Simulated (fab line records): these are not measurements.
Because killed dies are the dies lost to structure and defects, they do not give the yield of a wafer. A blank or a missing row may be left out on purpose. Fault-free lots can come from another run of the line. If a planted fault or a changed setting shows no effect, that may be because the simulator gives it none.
fab line records    flow nandHarc
record lots=7  wafers=21  lastDay=24
route steps=1159 shown P_ZERO_WELL@30
lots untouched by any fault: they come from a run of this same line in which no faults occurred
startH: hours from the record's opening day to when the first of the lot's shown wafers began    waitH: hours elapsed since this lot's preceding step    " the same as in the row above    L1.1+2: several wafers, shown together as one row    - either no value or no given start    * or withheld: withheld    < > ~ a bound
route shown NAME@n: NAME is a module with steps in the file, n the number in the route of the first one    usual: the fault-free wafers' mean and standard deviation    same: alike in all rows    chamber/n: place in a boat    sites: the reading at each site    _std_site: the standard deviation of these    _edge_site: outer sites' mean less inner sites'    radiusMm: for every site, how far away it sits from the centre of the wafer    mask NAME#n: copy n    behind: the last tool/chamber to shape the wafer    hold: why the lot went on hold/how many hours it stayed there/how the hold came to an end    device: names the non-switching transistor (n, p or np)    end of line: the same wafers' tests at the end of the route    where a step has no rows: the recipe by itself    killed: dies lost to structure and defects at the first sort, not the wafer's yield    map: the dies of a wafer, with x for killed, . for not killed, _ for no die there
set.NAME: the setting as run; set.NAME@STEP: as run at that earlier step    model.NAME: the simulator's own value behind a step, which no gauge read
a table for each step, a row for each wafer; lots at some steps of the route
services: from which hour (startH, from the record's first day; less than 0 if before it) a tool's chamber was out of use, for how many hours, and why
## steps
# step NHARC_P_ZERO_WELL_HARDBAKE_25
# recipe tempC=125  timeS=80
# step NHARC_P_ZERO_WELL_DESCUM_26
# recipe timeS=3  o2FlowSccm=200  arFlowSccm=0  biasPowerW=0  chemistry=O2
# usual chamberPressureMTorr=60.00/0.055  drypumpMotorCurrentA=5.7/0.56  oesProductAu=0.999/0.012  rfVppV=57.9/0.83  showerheadPlenumPTorr=1.94/0.083  throttleValvePct=11.312/0.0081
lot.wafer  tool        chamber  startH  waitH  chamberPressureMTorr  drypumpMotorCurrentA  oesProductAu  rfHoursCounterH  rfVppV  showerheadPlenumPTorr  throttleValvePct
L794.3     rieDiel-03  2        32.77   -      59.99                 5.3                   0.999         12.4             59.0    1.97                   11.310
L794.1     "           0        "       "      59.92                 5.6                   1.008         10.7             57.6    2.07                   11.309
L794.6     "           2        "       "      59.99                 5.3                   1.010         -                59.3    1.97                   11.312
L796.2     rieDiel-11  3        44.79   -      59.91                 6.6                   0.988         1.2              56.7    1.97                   11.312
L796.3     "           0        "       "      60.06                 4.9                   1.004         1.2              57.9    2.04                   11.315
L796.5     "           2        "       "      60.02                 6.5                   1.006         -                57.4    1.95                   11.308
L797.3     rieDiel-10  0        50.78   -      60.09                 5.7                   1.021         3.3              56.9    1.85                   11.317
L797.6     "           3        "       "      59.94                 5.0                   1.002         -                58.4    2.06                   11.313
L797.5     "           0        "       "      60.11                 5.8                   1.026         -                56.6    1.85                   11.308
L798.1     rieDiel-10  3        56.74   -      59.99                 5.0                   0.997         3.7              56.1    2.06                   11.302
L798.3     "           1        "       "      60.00                 5.7                   0.981         4.2              58.9    1.86                   11.301
L798.5     "           0        "       "      59.94                 5.8                   1.014         -                57.7    1.85                   11.309
L811.1     rieDiel-11  3        134.66  -      59.96                 6.6                   0.987         6.7              59.2    1.97                   11.309
L811.3     "           0        "       "      59.99                 4.9                   1.000         5.9              56.9    2.04                   11.314
L811.4     "           1        "       "      59.90                 5.8                   0.993         -                58.0    1.99                   11.320
L812.2     rieDiel-10  3        140.76  -      60.04                 5.0                   1.008         9.7              58.0    2.06                   11.320
L812.4     "           0        "       "      59.97                 5.8                   1.002         10.0             58.0    1.85                   11.312
L812.5     "           0        "       "      59.92                 5.8                   1.001         -                57.1    1.85                   11.323
L814.2     rieDiel-11  1        152.63  -      59.99                 5.8                   1.000         7.8              57.2    1.99                   11.330
L814.1     "           2        "       "      60.04                 6.5                   0.988         7.8              58.2    1.95                   11.323
L814.5     "           1        "       "      60.00                 5.8                   0.998         -                57.3    1.99                   11.303
# step NHARC_P_ZERO_WELL_IMPLANT_27
# recipe energyKev=600  doseCm2=1e+13  tiltDeg=7
# step NHARC_P_ZERO_WELL_IMPLANT_57
# recipe energyKev=250  doseCm2=4e+12  tiltDeg=7
# step NHARC_P_ZERO_WELL_IMPLANT_58
# recipe energyKev=100  doseCm2=2e+12  tiltDeg=7
# step NHARC_P_ZERO_WELL_STRIP_28
# recipe timeS=840  tempC=130  chemistry=SPM
# step NHARC_P_ZERO_WELL_DEHYDRATE_29
# recipe tempC=150  timeS=120
# step NHARC_P_ZERO_WELL_HMDS_30
# recipe timeS=30
# step NHARC_P_ZERO_WELL_COAT_31
# recipe spinRpm=withheld
# step NHARC_P_ZERO_WELL_SOFTBAKE_32
# recipe tempC=122  timeS=95
# step NHARC_P_ZERO_WELL_EBR_33
# step NHARC_P_ZERO_WELL_EXPOSE_34
# recipe na=0.6  targetCdNm=720  doseMj=22.31  maskId=P_PWELL
# step NHARC_P_ZERO_WELL_PEB_35
# recipe pebTempC=118  pebTimeS=85
# usual heaterPowerTotalW=163.96/0.25  plateTempC=118.03/0.12
lot.wafer  tool           chamber  startH  waitH  heaterPowerTotalW  plateTempC
L794.1     lithoTrack-07  0        34.17   0.1    164.45             118.01
L794.3     "              0        "       "      163.70             118.01
L794.6     "              0        "       "      163.77             118.08
L796.2     lithoTrack-02  0        46.16   0.1    164.36             118.18
L796.3     "              0        "       "      163.67             118.22
L796.5     "              0        "       "      163.64             118.05
L797.3     lithoTrack-03  0        52.17   0.1    164.30             117.86
L797.5     "              0        "       "      164.44             117.77
L797.6     "              0        "       "      164.47             117.95
L798.1     lithoTrack-02  0        58.01   0.1    164.27             118.14
L798.3     "              0        "       "      164.25             118.31
L798.5     "              0        "       "      164.33             117.99
L811.1     lithoTrack-03  0        135.94  0.1    178.51             125.67
L811.3     "              0        "       "      178.95             125.85
L811.4     "              0        "       "      178.94             125.82
L812.2     lithoTrack-03  0        142.14  0.1    177.63             125.82
L812.4     "              0        "       "      178.93             125.71
L812.5     "              0        "       "      177.46             125.77
L814.1     lithoTrack-03  0        154.02  0.1    178.60             125.93
L814.2     "              0        "       "      178.91             125.69
L814.5     "              0        "       "      178.84             125.57
# step NHARC_P_ZERO_WELL_DEVELOP_36
# recipe timeS=70
# step NHARC_P_ZERO_WELL_CD_MEAS_37
# recipe targetCdNm=720  landingEnergyEv=500
# usual cdNm=720.3/2.2
lot.wafer  tool      chamber  startH  waitH  cdNm
L794.1     cdSem-02  0        34.27   -      720.0
L794.3     "         0        "       "      717.2
L794.6     "         0        "       "      718.8
L796.2     cdSem-03  0        46.25   -      722.1
L796.3     "         0        "       "      718.6
L796.5     "         0        "       "      719.8
L797.3     cdSem-03  0        52.27   -      724.0
L797.5     "         0        "       "      722.7
L797.6     "         0        "       "      723.4
L798.1     cdSem-01  0        58.10   -      717.7
L798.3     "         0        "       "      721.3
L798.5     "         0        "       "      721.3
L811.1     cdSem-02  0        136.03  -      726.5
L811.3     "         0        "       "      729.0
L811.4     "         0        "       "      728.7
L812.2     cdSem-01  0        142.23  -      732.5
L812.4     "         0        "       "      730.0
L812.5     "         0        "       "      730.7
L814.1     cdSem-01  0        154.11  -      726.0
L814.2     "         0        "       "      728.6
L814.5     "         0        "       "      727.5
# step NHARC_P_ZERO_WELL_HARDBAKE_38
# recipe tempC=125  timeS=80
## services
tool           chamber  startH  hours  kind
rieDiel-11     -        12.50   9.0    pm
rieDiel-11     0        12.50   9.0    ventCycle
rieDiel-11     1        12.50   9.0    ventCycle
rieDiel-11     2        12.50   9.0    ventCycle
rieDiel-11     3        12.50   9.0    ventCycle
lithoTrack-07  -        14.03   7.0    pm
rieDiel-11     0        21.50   -      clean
rieDiel-11     1        21.50   -      clean
rieDiel-11     2        21.50   -      clean
rieDiel-11     3        21.50   -      clean
rieDiel-03     -        22.27   1.0    repair
rieDiel-10     0        33.00   -      clean
rieDiel-10     1        33.00   -      clean
rieDiel-10     2        33.00   -      clean
rieDiel-10     3        33.00   -      clean
lithoTrack-03  -        38.00   7.0    pm
rieDiel-03     -        38.30   9.0    pm
rieDiel-11     0        46.02   -      clean
rieDiel-11     1        46.02   -      clean
rieDiel-11     0        56.40   16.5   repair
rieDiel-11     -        101.03  0.3    repair
rieDiel-03     -        101.96  1.0    repair
rieDiel-03     0        111.83  30.8   repair
rieDiel-11     2        128.29  6.4    repair
## key
firstSign step=NHARC_P_ZERO_WELL_PEB_35  reading=plateTempC  direction=up  sigmas=64  usual=*  struck=*
effect step=NHARC_P_ZERO_WELL_PEB_35  reading=heaterPowerTotalW  direction=up  sigmas=57  usual=*  struck=*
effect step=NHARC_P_ZERO_WELL_CD_MEAS_37  reading=cdNm  direction=up  sigmas=3.9  usual=720.3  struck=728.8
metAt NHARC_P_ZERO_WELL_PEB_35
struckWafers L811.1,L811.3,L811.4,L812.2,L812.4,L812.5,L814.1,L814.2,L814.5
testerLeftOut L811,L812,L814
onsetBetween 52.17 135.94
fault kind=processParameterDrift  tool=lithoTrack-03  chamber=-  onsetH=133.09  steps=NHARC_P_ZERO_WELL_PEB_35  channel=pebTempC  offset=*  shape=step  endH=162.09  actsIn=*  stated=*
# testerLeftOut: of these lots the tester's yield and bins aren't shown, on N5 and GAA mostly nor the transistor test; their killed dies are dies lost to structure and defects alone, not to doping, threshold or leakage, so they don't give the yield
